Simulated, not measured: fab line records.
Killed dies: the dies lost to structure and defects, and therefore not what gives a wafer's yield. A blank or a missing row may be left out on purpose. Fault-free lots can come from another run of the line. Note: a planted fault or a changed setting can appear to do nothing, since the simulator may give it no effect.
fab line records	flow nandHarc	part 1 of 2: steps 1 to 4 of 6
record: lots: 19	wafers: 57	lastDay: 24
route steps=1159 shown A_CHANNEL_HOLE_D1@476 A_STAIRCASE@531
lots untouched by any fault: they come from a run of this same line in which no faults occurred
startH: start of the lot's first displayed wafer, in hours after the record's first day	waitH: hours elapsed since this lot's preceding step	" same as the row above	L1.1+2: a row that stands for several wafers	- no value present, or no start provided	* or withheld: withheld	< > ~ a bound
route shown NAME@n: NAME is a module with steps in the file, n the number in the route of the first one	usual: mean and standard deviation over wafers with no fault	same: alike in all rows	chamber/n: place in a boat	sites: each site's reading	_std_site: the standard deviation of these	_edge_site: the outer-site mean with the inner-site mean subtracted	radiusMm: for every site, how far away it sits from the centre of the wafer	mask NAME#n: copy n	behind: the last tool/chamber to shape the wafer	hold: what put the lot on hold/how long, in hours/how the hold closed	device: the transistor (n, p or np) that didn't switch	end of line: the route-end tests of the same wafers	a step without rows: its recipe alone	killed: the dies lost at the first sort to structure and to defects; this is not the yield of the wafer	map: a wafer's dies, x killed, . not, _ none there
set.NAME: the run value of the setting; set.NAME@STEP: its run value at that earlier step	model.NAME: the simulator's own value behind a step, which no gauge read
the route's steps for a sample of lots (tables are steps, rows are wafers)
services: from which hour (startH, from the record's first day; less than 0 if before it) a tool's chamber was out of use, for how many hours, and why
== steps ==
step: NHARC_A_CHANNEL_HOLE_D1_ETCH_24
recipe: biasV: 5000	sourceW: withheld	pressureMtorr: 20	timeS: 906.2	arFlowSccm: 375	c4f8FlowSccm: 93.8	o2FlowSccm: 31.2	tempC: -20	targetDepthA: 15000	chemistry: C4F8/O2/Ar
usual: drypumpMotorCurrentA: 6.0/0.47	o2FlowSccm: 31.20/0.098	showerheadPlenumPTorr: 3.74/0.063	throttleValvePct: 32.236/0.0087
lot.wafer	tool	chamber	startH	waitH	drypumpMotorCurrentA	o2FlowSccm	rfHoursCounterH	showerheadPlenumPTorr	throttleValvePct
L074.2	harEtch-02	1	181.90	0.6	6.6	31.19	102	3.67	32.218
L074.4	"	0	"	"	6.0	31.22	-	3.80	32.224
L074.6	"	1	"	"	6.6	31.15	-	3.67	32.245
L076.4	harEtch-01	0	183.59	0.6	5.2	31.19	-	3.82	32.238
L076.5	"	0	"	"	5.2	31.17	-	3.82	32.236
L076.6	"	1	"	"	6.0	31.19	-	3.73	32.235
L075.2	harEtch-02	0	190.76	0.6	6.0	31.30	106	3.80	32.237
L075.1	"	1	"	"	6.6	31.28	106	3.66	32.234
L075.6	"	1	"	"	6.6	31.30	-	3.66	32.235
L077.1	harEtch-01	0	200.87	0.6	5.2	31.43	200	3.81	32.234
L077.3	"	0	"	"	5.2	31.27	-	3.81	32.233
L077.5	"	1	"	"	6.0	31.32	-	3.72	32.237
L080.4	harEtch-01	1	209.14	0.6	6.0	31.36	-	3.72	32.231
L080.6	"	1	"	"	6.0	31.25	-	3.72	32.232
L080.5	"	0	"	"	5.2	31.10	-	3.81	32.223
L079.4	harEtch-02	0	209.53	0.6	6.0	31.11	-	3.80	32.228
L079.5	"	1	"	"	6.5	31.14	-	3.66	32.243
L079.6	"	0	"	"	6.0	31.18	-	3.80	32.243
L081.1	harEtch-01	1	219.15	0.6	6.0	31.13	210	3.72	32.227
L081.3	"	0	"	"	5.2	31.11	-	3.81	32.243
L081.6	"	0	"	"	5.2	31.16	-	3.81	32.249
L083.1	harEtch-02	0	233.79	0.6	5.9	31.29	126	3.79	32.227
L083.2	"	1	"	"	6.5	31.05	126	3.65	32.235
L083.3	"	0	"	"	6.0	31.10	-	3.79	32.231
L084.1	harEtch-01	1	233.94	0.6	6.0	31.10	216	3.71	32.244
L084.2	"	0	"	"	5.2	31.27	216	3.81	32.236
L084.3	"	1	"	"	6.0	31.16	-	3.71	32.221
L085.2	harEtch-02	0	243.91	0.6	6.0	31.02	131	3.79	32.229
L085.1	"	1	"	"	6.5	31.18	131	3.65	32.224
L085.5	"	0	"	"	6.0	31.03	-	3.79	32.229
L087.1	harEtch-02	0	251.37	0.6	6.0	31.13	135	3.78	32.230
L087.2	"	1	"	"	6.5	31.12	135	3.65	32.224
L087.6	"	0	"	"	6.0	31.15	-	3.79	32.237
L090.1	harEtch-02	0	271.08	0.6	5.9	31.16	142	3.78	32.239
L090.5	"	0	"	"	5.9	31.35	-	3.78	32.230
L090.6	"	1	"	"	6.6	31.28	-	3.64	32.230
L088.1	harEtch-02	0	275.36	0.6	6.0	31.22	146	3.78	32.235
L088.5	"	1	"	"	6.5	31.31	-	3.64	32.226
L088.6	"	0	"	"	6.0	31.20	-	3.78	32.223
L092.1	harEtch-01	0	286.82	0.6	5.2	31.09	237	3.79	32.234
L092.3	"	1	"	"	6.0	31.30	-	3.70	32.231
L092.5	"	1	"	"	6.0	31.20	-	3.70	32.236
L091.1	harEtch-02	0	287.08	0.6	6.0	31.19	153	3.78	32.228
L091.4	"	1	"	"	6.6	31.10	-	3.64	32.244
L091.5	"	0	"	"	6.0	31.15	-	3.78	32.245
L093.2	harEtch-02	0	298.33	0.6	6.0	31.23	157	3.77	32.237
L093.3	"	1	"	"	6.6	31.16	-	3.64	32.244
L093.6	"	1	"	"	6.5	31.20	-	3.64	32.232
L095.1	harEtch-01	1	301.84	0.6	6.0	31.30	244	3.70	32.229
L095.4	"	0	"	"	5.2	31.02	-	3.79	32.243
L095.5	"	0	"	"	5.2	31.10	-	3.79	32.240
L097.1	harEtch-02	0	305.66	0.6	6.0	31.19	161	3.77	32.236
L097.2	"	1	"	"	6.5	31.16	161	3.63	32.234
L097.3	"	1	"	"	6.5	31.25	-	3.63	32.246
L096.2	harEtch-01	1	306.86	0.6	6.0	31.11	248	3.69	32.240
L096.4	"	1	"	"	6.0	31.24	-	3.70	32.233
L096.5	"	1	"	"	6.0	31.22	-	3.70	32.239
step: NHARC_A_STAIRCASE_ETCH_169
recipe: targetDepthA: 500	timeS: 107.1	ionEnergyEv: 120	ch3fFlowSccm: 50	o2FlowSccm: 30	arFlowSccm: 200	rfW: 500	biasW: 100	chemistry: CH3F/O2
usual: ch3fFlowSccm: 49.99/0.16	drypumpMotorCurrentA: 5.7/0.46	o2FlowSccm: 30.00/0.098	oesProductAu: 0.953/0.019	rfVppV: 244.8/1.3	showerheadPlenumPTorr: 2.49/0.081	throttleValvePct: 20.662/0.0092
lot.wafer	tool	chamber	startH	waitH	ch3fFlowSccm	drypumpMotorCurrentA	o2FlowSccm	oesProductAu	rfHoursCounterH	rfVppV	showerheadPlenumPTorr	throttleValvePct
L074.2	rieDiel-04	2	234.19	0.2	49.94	5.6	30.02	0.958	38	246.2	2.57	20.655
L074.4	"	0	"	"	49.99	5.8	30.06	0.945	41	244.5	2.55	20.658
L074.6	"	1	"	"	49.78	5.2	30.05	0.932	-	245.3	2.58	20.665
L076.4	rieDiel-11	2	234.34	0.1	49.61	6.0	29.77	0.955	11	245.3	2.54	20.665
L076.5	"	1	"	"	50.08	5.3	30.24	0.953	-	242.6	2.34	20.676
L076.6	"	2	"	"	49.90	6.0	29.90	0.955	-	246.0	2.54	20.671
L075.1	rieDiel-11	1	245.11	1.5	49.82	5.3	30.00	0.939	16	242.4	2.34	20.657
L075.2	"	2	"	"	49.79	6.0	30.03	0.940	16	244.5	2.54	20.658
L075.6	"	1	"	"	49.84	5.4	29.86	0.936	-	243.1	2.34	20.660
L077.3	rieDiel-09	1	253.93	0.1	50.19	6.7	30.07	0.926	64	245.8	2.58	20.653
L077.1	"	3	"	"	49.90	5.7	29.97	0.919	67	243.0	2.38	20.650
L077.5	"	0	"	"	49.95	5.5	30.19	0.931	-	246.1	2.58	20.675
L079.4	rieDiel-11	2	262.34	0.1	50.16	6.0	29.85	0.968	22	244.9	2.54	20.681
L079.6	"	0	"	"	49.68	6.0	29.93	0.981	-	243.5	2.46	20.659
L079.5	"	1	"	"	50.14	5.3	29.99	0.984	-	242.9	2.34	20.667
L080.4	rieDiel-09	0	266.64	0.1	50.22	5.5	29.92	0.964	2	245.5	2.58	20.669
L080.5	"	2	"	"	50.01	5.4	30.04	0.953	-	243.2	2.49	20.662
L080.6	"	3	"	"	49.89	5.7	29.87	0.959	-	244.0	2.38	20.652
L081.1	rieDiel-11	0	274.40	0.1	49.99	5.9	29.92	0.949	29	244.8	2.45	20.659
L081.3	"	2	"	"	50.07	6.0	29.97	0.941	27	245.5	2.53	20.655
L081.6	"	3	"	"	50.07	5.0	29.96	0.936	-	244.1	2.43	20.659
L084.2	rieDiel-09	0	286.38	0.1	49.58	5.5	30.01	0.978	9	246.0	2.58	20.636
L084.3	"	2	"	"	50.16	5.4	29.88	0.988	7	245.1	2.48	20.659
L084.1	"	3	"	"	49.98	5.7	30.09	0.966	8	244.0	2.38	20.669
L083.3	rieDiel-09	0	290.11	0.1	49.97	5.5	30.01	0.957	10	247.5	2.58	20.661
L083.1	"	1	"	"	49.82	6.8	30.20	0.923	10	246.5	2.57	20.670
L083.2	"	2	"	"	50.14	5.4	30.11	0.961	9	245.1	2.48	20.662
L085.2	rieDiel-04	0	300.86	2.1	50.03	5.8	30.07	0.933	2	246.1	2.54	20.663
L085.1	"	1	"	"	49.87	5.2	30.10	1.004	0	243.9	2.57	20.668
L085.5	"	3	"	"	50.10	6.1	30.01	0.936	-	244.8	2.44	20.667
L087.1	rieDiel-04	0	305.08	0.1	50.09	5.7	30.15	0.981	3	245.0	2.54	20.658
L087.2	"	2	"	"	50.05	5.6	29.91	0.974	4	244.6	2.56	20.659
L087.6	"	0	"	"	49.89	5.7	29.92	0.990	-	246.0	2.54	20.668
L090.1	rieDiel-11	3	326.10	0.1	50.38	5.0	30.16	0.938	46	244.5	2.43	20.673
L090.6	"	1	"	"	49.98	5.4	29.90	0.930	-	241.8	2.33	20.675
L090.5	"	2	"	"	50.02	6.0	29.94	0.924	-	244.9	2.53	20.659
L088.1	rieDiel-04	3	326.26	0.1	50.05	6.1	29.86	0.959	10	242.6	2.44	20.657
L088.6	"	1	"	"	49.84	5.2	29.89	0.992	-	247.0	2.56	20.662
L088.5	"	2	"	"	49.86	5.6	30.02	0.975	-	245.0	2.56	20.656
L091.1	rieDiel-09	0	340.61	0.1	49.92	5.5	29.81	0.983	30	244.8	2.57	20.666
L091.4	"	1	"	"	50.23	6.7	30.09	0.944	28	246.5	2.57	20.671
L091.5	"	3	"	"	49.91	5.7	29.95	0.993	-	243.7	2.37	20.672
L092.1	rieDiel-09	3	340.81	0.1	50.14	5.8	29.93	0.943	28	243.0	2.37	20.662
L092.3	"	2	"	"	49.64	5.4	29.98	0.944	26	243.7	2.48	20.648
L092.5	"	3	"	"	50.02	5.8	29.91	0.945	-	244.8	2.37	20.640
L093.2	rieDiel-09	1	353.02	0.1	49.94	6.7	30.03	0.937	32	245.9	2.56	20.660
L093.3	"	2	"	"	49.60	5.4	30.14	0.944	30	244.5	2.48	20.649
L093.6	"	0	"	"	50.08	5.5	30.07	0.940	-	245.9	2.57	20.661
L096.4	rieDiel-09	1	358.78	0.1	49.96	6.7	30.00	0.948	33	244.6	2.56	20.665
L096.2	"	3	"	"	49.96	5.7	30.04	0.986	33	242.6	2.37	20.654
L096.5	"	1	"	"	50.02	6.7	30.08	0.959	-	246.8	2.56	20.651
L097.3	rieDiel-04	2	358.96	0.1	50.19	5.6	30.10	0.953	22	245.4	2.55	20.655
L097.1	"	3	"	"	50.19	6.1	29.99	0.940	20	244.4	2.43	20.646
L097.2	"	0	"	"	50.29	5.8	29.96	0.951	21	245.3	2.53	20.662
L095.4	rieDiel-09	1	359.16	0.1	50.05	6.8	30.05	0.941	33	246.0	2.56	20.646
L095.1	"	0	"	"	50.03	5.5	29.95	0.959	35	246.8	2.57	20.667
L095.5	"	2	"	"	50.00	5.4	29.98	0.946	-	243.5	2.47	20.676
step: NHARC_A_STAIRCASE_ETCH_17
recipe: targetDepthA: 1000	timeS: 40.5	ionEnergyEv: 400	c4f8FlowSccm: 20	o2FlowSccm: 10	arFlowSccm: withheld	rfW: 600	biasW: 1000	chemistry: C4F8/O2
usual: oesProductAu: 0.945/0.01	rfVppV: 897/4
lot.wafer	tool	chamber	startH	waitH	oesProductAu	rfHoursCounterH	rfVppV
L074.2	rieDiel-04	1	-	-	0.950	40	900
L074.4	"	2	"	"	0.967	39	901
L074.6	"	0	"	"	0.945	-	901
L076.4	rieDiel-11	2	-	-	0.957	12	900
L076.6	"	0	"	"	0.947	-	895
L076.5	"	1	"	"	0.938	-	890
L075.1	rieDiel-11	0	-	-	0.962	19	897
L075.2	"	1	"	"	0.956	17	890
L075.6	"	2	"	"	0.946	-	901
L077.1	rieDiel-11	2	-	-	0.942	20	899
L077.3	"	3	"	"	0.937	20	895
L077.5	"	0	"	"	0.953	-	895
L079.4	rieDiel-04	0	-	-	0.918	58	900
L079.6	"	1	"	"	0.928	-	902
L079.5	"	2	"	"	0.943	-	902
L080.4	rieDiel-04	0	-	-	0.934	58	900
L080.5	"	3	"	"	0.951	-	896
L080.6	"	0	"	"	0.935	-	900
L081.3	rieDiel-04	0	-	-	0.943	61	899
L081.1	"	2	"	"	0.953	57	902
L081.6	"	1	"	"	0.955	-	902
L084.3	rieDiel-04	2	-	-	0.958	61	902
L084.2	"	3	"	"	0.962	64	896
L084.1	"	0	"	"	0.949	65	900
L083.3	rieDiel-09	3	-	-	0.938	12	892
L083.2	"	0	"	"	0.947	13	901
L083.1	"	2	"	"	0.950	11	897
L085.2	rieDiel-11	3	-	-	0.941	40	895
L085.1	"	0	"	"	0.963	41	895
L085.5	"	2	"	"	0.950	-	899
L087.2	rieDiel-09	0	-	-	0.942	18	902
L087.1	"	1	"	"	0.918	16	901
L087.6	"	2	"	"	0.944	-	896
L090.1	rieDiel-11	0	-	-	0.945	48	895
L090.6	"	0	"	"	0.952	-	896
L090.5	"	1	"	"	0.936	-	891
L088.1	rieDiel-09	3	-	-	0.947	25	892
L088.5	"	3	"	"	0.935	-	889
L088.6	"	0	"	"	0.953	-	902
L091.1	rieDiel-09	0	-	-	0.959	30	902
L091.4	"	2	"	"	0.944	26	896
L091.5	"	3	"	"	0.960	-	892
L092.3	rieDiel-11	2	-	-	0.937	53	900
L092.1	"	3	"	"	0.944	54	894
L092.5	"	2	"	"	0.937	-	901
L093.3	rieDiel-04	1	-	-	0.947	19	900
L093.2	"	2	"	"	0.957	21	900
L093.6	"	2	"	"	0.959	-	902
L096.4	rieDiel-04	1	-	-	0.951	21	902
L096.2	"	3	"	"	0.944	22	896
L096.5	"	2	"	"	0.954	-	900
L095.4	rieDiel-11	1	-	-	0.939	56	889
L095.1	"	2	"	"	0.945	61	900
L095.5	"	1	"	"	0.949	-	891
L097.1	rieDiel-11	2	-	-	0.941	61	899
L097.3	"	0	"	"	0.942	63	896
L097.2	"	1	"	"	0.962	56	891
step: NHARC_A_STAIRCASE_TRIM_224
recipe: timeS: 211.2	o2FlowSccm: 500	arFlowSccm: 0	biasW: 0	chemistry: O2
usual: drypumpMotorCurrentA: 5.7/0.44	o2FlowSccm: 500.2/1.5	oesProductAu: 1.003/0.01	rfVppV: 57.9/0.91	showerheadPlenumPTorr: 3.58/0.1	throttleValvePct: 17.037/0.0094
lot.wafer	tool	chamber	startH	waitH	drypumpMotorCurrentA	o2FlowSccm	oesProductAu	rfHoursCounterH	rfVppV	showerheadPlenumPTorr	throttleValvePct
L076.4	rieDiel-04	2	-	-	5.6	501.4	1.016	44	59.1	3.68	17.036
L076.6	"	1	"	"	5.2	500.1	1.000	-	58.7	3.69	17.035
L076.5	"	2	"	"	5.7	501.5	1.016	-	57.3	3.68	17.033
L074.4	rieDiel-04	2	-	-	5.6	499.1	1.012	44	57.4	3.68	17.033
L074.2	"	3	"	"	6.1	498.5	1.019	48	58.4	3.51	17.024
L074.6	"	0	"	"	5.8	500.8	1.007	-	58.2	3.66	17.034
L075.1	rieDiel-04	2	-	-	5.6	498.5	1.008	48	58.7	3.68	17.043
L075.2	"	0	"	"	5.7	500.9	0.998	51	59.4	3.65	17.046
L075.6	"	2	"	"	5.6	500.7	1.018	-	58.3	3.68	17.035
L077.1	rieDiel-11	1	-	-	5.3	500.3	1.002	22	57.7	3.36	17.048
L077.3	"	3	"	"	5.0	502.0	0.999	22	56.8	3.50	17.038
L077.5	"	1	"	"	5.4	502.0	1.007	-	56.9	3.36	17.032
L079.4	rieDiel-09	0	-	-	5.5	500.4	0.998	6	57.5	3.70	17.030
L079.5	"	3	"	"	5.7	500.8	1.010	-	58.0	3.42	17.003
L079.6	"	0	"	"	5.5	500.7	0.995	-	58.3	3.70	17.044
L080.4	rieDiel-09	2	-	-	5.4	501.9	0.999	6	57.6	3.56	17.037
L080.6	"	1	"	"	6.8	498.6	0.988	-	56.9	3.69	17.050
L080.5	"	2	"	"	5.4	501.1	1.008	-	57.2	3.56	17.035
L081.1	rieDiel-04	3	-	-	6.1	497.8	1.024	62	58.7	3.51	17.043
L081.3	"	1	"	"	5.2	498.7	0.995	61	58.4	3.68	17.036
L081.6	"	3	"	"	6.1	496.8	1.020	-	56.6	3.51	17.044
L084.3	rieDiel-11	3	-	-	5.0	497.8	0.996	36	58.7	3.49	17.040
L084.1	"	0	"	"	6.0	500.3	0.997	39	56.7	3.52	17.042
L084.2	"	2	"	"	6.0	499.6	1.013	36	58.5	3.63	17.030
L083.2	rieDiel-11	0	-	-	6.0	499.1	1.016	42	57.7	3.52	17.022
L083.1	"	1	"	"	5.3	501.6	1.013	40	56.7	3.35	17.027
L083.3	"	2	"	"	6.0	499.6	0.998	40	59.0	3.63	17.033
L085.1	rieDiel-11	1	-	-	5.3	499.6	1.012	42	59.4	3.35	17.043
L085.2	"	3	"	"	5.0	501.4	1.010	42	58.9	3.49	17.029
L085.5	"	1	"	"	5.3	499.4	1.003	-	58.0	3.35	17.032
L087.1	rieDiel-09	2	-	-	5.4	502.6	0.997	17	58.0	3.56	17.031
L087.2	"	1	"	"	6.7	500.7	0.983	20	58.6	3.68	17.043
L087.6	"	3	"	"	5.7	498.6	1.007	-	57.4	3.41	17.051
L088.1	rieDiel-04	3	-	-	6.1	499.6	0.991	14	57.9	3.50	17.046
L088.6	"	1	"	"	5.2	499.8	1.001	-	57.6	3.67	17.054
L088.5	"	2	"	"	5.6	500.4	1.006	-	57.6	3.66	17.026
L090.1	rieDiel-11	3	-	-	5.0	500.1	1.008	51	57.1	3.48	17.039
L090.6	"	0	"	"	6.0	503.6	1.003	-	58.3	3.51	17.042
L090.5	"	1	"	"	5.4	500.5	1.011	-	57.9	3.35	17.035
L091.4	rieDiel-04	2	-	-	5.6	500.8	0.997	20	58.7	3.66	17.042
L091.1	"	3	"	"	6.0	499.5	0.991	18	57.3	3.49	17.049
L091.5	"	3	"	"	6.0	499.7	0.994	-	56.7	3.49	17.020
L092.1	rieDiel-04	3	-	-	6.1	499.8	1.000	19	58.4	3.49	17.024
L092.3	"	0	"	"	5.8	499.4	1.005	19	60.6	3.64	17.049
L092.5	"	2	"	"	5.6	502.7	1.008	-	57.8	3.66	17.033
L093.3	rieDiel-09	0	-	-	5.5	499.6	0.999	38	59.6	3.68	17.034
L093.2	"	1	"	"	6.7	501.6	0.980	36	58.7	3.67	17.046
L093.6	"	1	"	"	6.8	498.7	0.984	-	58.5	3.67	17.027
L096.2	rieDiel-09	3	-	-	5.7	499.2	1.007	40	56.9	3.40	17.039
L096.4	"	1	"	"	6.8	499.8	0.992	41	58.5	3.67	17.045
L096.5	"	3	"	"	5.7	501.1	1.016	-	58.4	3.40	17.018
L097.3	rieDiel-04	2	-	-	5.6	501.2	1.003	32	58.0	3.65	17.035
L097.2	"	3	"	"	6.1	500.6	0.994	31	57.4	3.49	17.036
L097.1	"	0	"	"	5.7	499.1	0.998	29	58.2	3.63	17.052
L095.4	rieDiel-09	0	-	-	5.5	499.4	1.001	43	58.6	3.68	17.030
L095.1	"	1	"	"	6.7	498.8	0.992	42	56.8	3.67	17.049
L095.5	"	0	"	"	5.5	501.3	1.008	-	59.7	3.68	17.035
